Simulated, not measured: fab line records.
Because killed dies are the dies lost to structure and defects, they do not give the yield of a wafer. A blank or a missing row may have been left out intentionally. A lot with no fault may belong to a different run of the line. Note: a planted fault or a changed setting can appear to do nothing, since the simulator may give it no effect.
fab line records -- flow nand_harc
record lots=6, wafers=18, last_day=34
route steps=1302 shown P_START@1 P_ZERO_WELL@2 END@1302
lots with no fault: from the same line, run without faults
start_h: the number of hours between the record's first day and the start of the first shown wafer of the lot -- wait_h: how many hours have passed since the lot's step before this one -- " repeats the value in the row above -- L1.1+2: a single row standing in for several wafers -- - no value, or no start given -- * or withheld: withheld -- < > ~ a bound
route shown NAME@n: names a module that has steps shown in the file, with the first one's number in the route -- usual: mean and standard deviation over wafers with no fault -- same: alike in all rows -- chamber/n: place in a boat -- sites: readings site by site -- _std_site: the values' standard deviation -- _edge_site: mean of outer sites minus mean of inner sites -- radius_mm: how far each site lies from the wafer's centre -- mask NAME#n: copy n -- behind: the last tool/chamber to shape the wafer -- hold: why the lot was held/for how many hours/how that ended -- device: transistor that didn't switch, given as n, p or np -- end of line: at the end of the route, the tests of the same wafers -- where a step has no rows: the recipe by itself -- killed: count of dies lost to structure and defects at first sort (not the wafer's yield) -- map: a wafer's dies, marking killed ones x, the rest . and places with no die _
set.NAME: the run value of the setting; set.NAME@STEP: its run value at that earlier step -- model.NAME: the simulator's own value behind a step, which no gauge read
lots seen at some steps along the route; tables by step, rows by wafer
services: when a tool's chamber went out of use (start_h, in hours from the record's first day, below 0 if earlier), for how many hours, and the reason
## steps
# step NHARC_P_START_INSPECT_01
# usual raw_defect_count=3.5/1.7
lot.wafer,tool,chamber,start_h,wait_h,raw_defect_count
L831.1,defect_inspect-02,-,110.04,-,3
L831.2,defect_inspect-02,-,110.04,-,3
L831.5,defect_inspect-02,-,110.04,-,2
L833.1,defect_inspect-01,-,130.04,-,2
L833.2,defect_inspect-01,-,130.04,-,3
L833.4,defect_inspect-01,-,130.04,-,5
L836.1,defect_inspect-02,-,160.03,-,2
L836.4,defect_inspect-02,-,160.03,-,2
L836.6,defect_inspect-02,-,160.03,-,3
L838.4,defect_inspect-02,-,180.05,-,3
L838.5,defect_inspect-02,-,180.05,-,3
L838.6,defect_inspect-02,-,180.05,-,4
L840.1,defect_inspect-01,-,200.04,-,1
L840.3,defect_inspect-01,-,200.04,-,4
L840.6,defect_inspect-01,-,200.04,-,5
L845.1,defect_inspect-02,-,250.04,-,3
L845.3,defect_inspect-02,-,250.04,-,6
L845.5,defect_inspect-02,-,250.04,-,4
# step NHARC_P_ZERO_WELL_PRECLEAN_00
# recipe time_s=600, temp_c=120, chemistry=SPM
# step NHARC_P_ZERO_WELL_SRD_01
# step NHARC_P_ZERO_WELL_PECVD_02
# recipe target_thk_a=100, temp_c=400, pressure_torr=6.5, rf_w=withheld, teos_flow_sccm=withheld, flow_sccm=2650, target_thk_nm=10, gas=O2, material=SiO2
# step NHARC_P_ZERO_WELL_DEHYDRATE_03
# recipe temp_c=150, time_s=120
# step NHARC_P_ZERO_WELL_HMDS_04
# recipe time_s=30
# step NHARC_P_ZERO_WELL_COAT_64
# recipe temp_c=200, time_s=65
# step NHARC_P_ZERO_WELL_COAT_05
# recipe spin_rpm=2000, resist_thk_nm=600
# step NHARC_P_ZERO_WELL_SOFTBAKE_06
# recipe temp_c=125, time_s=70
# step NHARC_P_ZERO_WELL_EBR_07
# step NHARC_P_ZERO_WELL_EXPOSE_08
# recipe na=0.55, target_cd_nm=500, dose_mj=33.8, mask_id=P_ZERO
# step NHARC_P_ZERO_WELL_PEB_09
# recipe peb_temp_c=128, peb_time_s=80
# usual heater_power_total_W=189.8/0.8, plate_temp_C=128.01/0.15
lot.wafer,tool,chamber,start_h,wait_h,heater_power_total_W,plate_temp_C
L831.1,litho_track-05,0,111.15,0.1,175.8,121.04
L831.2,litho_track-05,0,111.15,0.1,175.3,120.83
L831.5,litho_track-05,0,111.15,0.1,177.2,121.16
L833.1,litho_track-05,0,131.22,0.1,176.3,120.86
L833.2,litho_track-05,0,131.22,0.1,175.6,120.91
L833.4,litho_track-05,0,131.22,0.1,177.2,121.02
L836.1,litho_track-03,0,161.09,0.1,190.6,128.10
L836.4,litho_track-03,0,161.09,0.1,190.0,128.13
L836.6,litho_track-03,0,161.09,0.1,189.7,128.29
L838.4,litho_track-03,0,181.17,0.0,188.7,128.03
L838.5,litho_track-03,0,181.17,0.0,189.1,128.11
L838.6,litho_track-03,0,181.17,0.0,189.5,128.16
L840.1,litho_track-05,0,201.15,0.1,189.2,128.38
L840.3,litho_track-05,0,201.15,0.1,188.6,128.24
L840.6,litho_track-05,0,201.15,0.1,190.9,128.07
L845.1,litho_track-02,0,251.16,0.1,188.6,127.97
L845.3,litho_track-02,0,251.16,0.1,190.7,128.07
L845.5,litho_track-02,0,251.16,0.1,189.6,127.97
# step NHARC_P_ZERO_WELL_DEVELOP_10
# recipe time_s=50, dev_temp_c=22
# step NHARC_P_ZERO_WELL_CD_MEAS_11
# recipe target_cd_nm=500, landing_energy_ev=500
# usual cd_nm=499.8/1.5
lot.wafer,tool,chamber,start_h,wait_h,cd_nm
L831.1,cd_sem-02,0,111.24,-,437.9
L831.2,cd_sem-02,0,111.24,-,438.4
L831.5,cd_sem-02,0,111.24,-,437.6
L833.1,cd_sem-02,0,131.31,-,437.8
L833.2,cd_sem-02,0,131.31,-,438.9
L833.4,cd_sem-02,0,131.31,-,434.7
L836.1,cd_sem-03,0,161.17,-,498.3
L836.4,cd_sem-03,0,161.17,-,498.8
L836.6,cd_sem-03,0,161.17,-,498.1
L838.4,cd_sem-03,0,181.26,-,501.3
L838.5,cd_sem-03,0,181.26,-,502.7
L838.6,cd_sem-03,0,181.26,-,498.2
L840.1,cd_sem-02,0,201.24,-,498.7
L840.3,cd_sem-02,0,201.24,-,499.6
L840.6,cd_sem-02,0,201.24,-,500.8
L845.1,cd_sem-01,0,251.24,-,498.8
L845.3,cd_sem-01,0,251.24,-,498.0
L845.5,cd_sem-01,0,251.24,-,499.4
# step NHARC_P_ZERO_WELL_HARDBAKE_12
# recipe temp_c=118, time_s=65
# step NHARC_END_SORT_01
# recipe temp_c=25
# usual killed_at_array=56/21, killed_at_other=1.2/1.6, killed_at_periphery=3.7/2.5, killed_dies=61/21, killed_open=3.1/1.8, killed_short=2.8/1.7
# same gross_dies=677
lot.wafer,tool,chamber,start_h,wait_h,killed_at_array,killed_at_other,killed_at_periphery,killed_dies,killed_open,killed_short
L831.1,prober-01,0,652.58,2.5,70,5,33,108,4,2
L831.2,prober-01,0,653.39,2.8,73,5,44,122,6,1
L831.5,prober-01,0,655.80,3.7,90,2,49,141,3,5
L833.1,prober-02,0,671.70,2.5,48,0,41,89,2,2
L833.2,prober-02,0,672.49,2.8,51,0,37,88,2,5
L833.4,prober-02,0,674.06,3.4,45,1,49,95,3,1
# killed by level:class
L831.1 P_ZERO_WELL:area_peb=30 A_CHANNEL_HOLE_D1:chamber_film_flake=26 A_CHANNEL_HOLE_D2:chamber_film_flake=16 A_SLIT:chamber_film_flake=11 THIN_TSV:chamber_film_flake=5 A_CONTACT:chamber_film_flake=3 A_ONON_D1:geometric_particle:short=2 A_ONON_D1:geometric_particle:open=2
L831.2 P_ZERO_WELL:area_peb=38 A_CHANNEL_HOLE_D1:chamber_film_flake=31 A_SLIT:chamber_film_flake=18 A_CHANNEL_HOLE_D2:chamber_film_flake=14 THIN_TSV:chamber_film_flake=5 A_M1:chamber_film_flake=3 P_STI:chamber_film_flake=2 P_M1:geometric_particle:open=1
L831.5 P_ZERO_WELL:area_peb=45 A_CHANNEL_HOLE_D1:chamber_film_flake=40 A_SLIT:chamber_film_flake=25 A_CHANNEL_HOLE_D2:chamber_film_flake=12 A_CONTACT:chamber_film_flake=4 P_GATE:chamber_film_flake=2 THIN_TSV:chamber_film_flake=2 P_STI:geometric_particle:short=1
L833.1 P_ZERO_WELL:area_peb=38 A_CHANNEL_HOLE_D1:chamber_film_flake=32 A_STAIRCASE:chamber_film_flake=3 A_SLIT:chamber_film_flake=3 A_CONTACT:chamber_film_flake=3 A_WL_FILL:chamber_film_flake=2 P_GATE:geometric_particle:open=1 A_DECK1_JOINT:geometric_particle:short=1
L833.2 P_ZERO_WELL:area_peb=35 A_CHANNEL_HOLE_D1:chamber_film_flake=34 A_SLIT:chamber_film_flake=7 A_WL_FILL:chamber_film_flake=2 P_GATE:geometric_particle:open=1 A_SOURCE_PLATE:geometric_particle:short=1 A_CHANNEL_FILL_D1:geometric_particle:short=1 A_SGD_CUT:geometric_particle:short=1
L833.4 P_ZERO_WELL:area_peb=47 A_CHANNEL_HOLE_D1:chamber_film_flake=32 A_SLIT:chamber_film_flake=4 A_CONTACT:chamber_film_flake=2 A_STAIRCASE:chamber_film_flake=2 P_M0:geometric_particle:open=1 A_CHANNEL_FILL_D2:geometric_particle:short=1 A_CHANNEL_FILL_D2:geometric_particle:open=1
# map L831.5 (x killed, . not)
____________.____________
_________xx...x._________
_______.x....x...x_______
______x........x...______
_____..x......xx.x.._____
____.........x..xx.x.____
____..x......x..xx...____
___x...x.....xxxxxx...___
___x.x......xxxxxx..x.___
__.x........xxxxxx....x__
__.........xxxxxx......__
_x............x.x.x....._
_.x.........x..x.......x_
_x.............x........_
_...............x......x_
_x...........x..x......._
xx...........x.......xx.x
x...................x..x.
.x..................xxxx.
x...x..x.................
x.....x..................
_x.x................x..._
_x.................xxx.._
_......................._
_....................x.._
_x......................_
__x....x.......x.....x.__
__.....x..x....x.......__
___.xxxxx.............___
___.xxxxx............x___
____x.xxx............____
____..xxxx..........x____
_____xxxx.x........._____
______x.x...x...x..______
_______xxx..xx...._______
_________xxx..xx_________
____________x____________
# map L833.4 (x killed, . not)
____________.____________
_________.x.x.x._________
_______.xx.....xx._______
______x........x...______
_____.x.........x..._____
____.......xx.x.x..x.____
____........x...x....____
___.x.......xxxx......___
___.........xxxxx.....___
__...........xxxxx...xx__
__x.........xxxx.x.....__
_xx.........xxx.xxx....._
_x.....x.x....xx........_
_x..x........x.x........_
_x.x...................x_
_.................x....._
.........................
x..................x.....
xx.......................
..x......................
x........................
_x........x........x...._
_......................._
_x......................_
_.x....................._
_x...x.................._
__.x.......x.........x.__
__x....................__
___...................___
___x.x................___
____x.........x......____
____.x..x............____
_____x..x....x.....x_____
______...x.x.......______
_______..........._______
_________x...xx._________
____________x____________
## services
tool,chamber,start_h,hours,kind
litho_track-03,-,100.00,7.0,pm
litho_track-05,-,124.00,7.0,pm
litho_track-02,-,227.00,7.0,pm
## key
first_sign step=NHARC_P_ZERO_WELL_PEB_09, reading=plate_temp_C, direction=down, sigmas=48, usual=*, struck=*
effect step=NHARC_P_ZERO_WELL_PEB_09, reading=heater_power_total_W, direction=down, sigmas=17, usual=*, struck=*
effect step=NHARC_P_ZERO_WELL_CD_MEAS_11, reading=cd_nm, direction=down, sigmas=41, usual=499.8, struck=437.5
effect step=NHARC_END_SORT_01, reading=killed_at_periphery, direction=up, sigmas=15, usual=3.7, struck=42.2
more_kills_born_at NHARC_P_ZERO_WELL_PEB_09@litho_track-05=233
met_at NHARC_P_ZERO_WELL_PEB_09
struck_wafers L831.1,L831.2,L831.5,L833.1,L833.2,L833.4
tester_left_out L831,L833
fault kind=process_parameter_drift, tool=litho_track-05, chamber=-, onset_h=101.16, steps=NHARC_P_ZERO_WELL_PEB_09, channel=peb_temp_c, offset=*, shape=step, end_h=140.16, acts_in=*, stated=*
# tester_left_out: of these lots the tester's yield and bins aren't shown, on N5 and GAA mostly nor the transistor test; their killed dies are dies lost to structure and defects alone, not to doping, threshold or leakage, so they don't give the yield
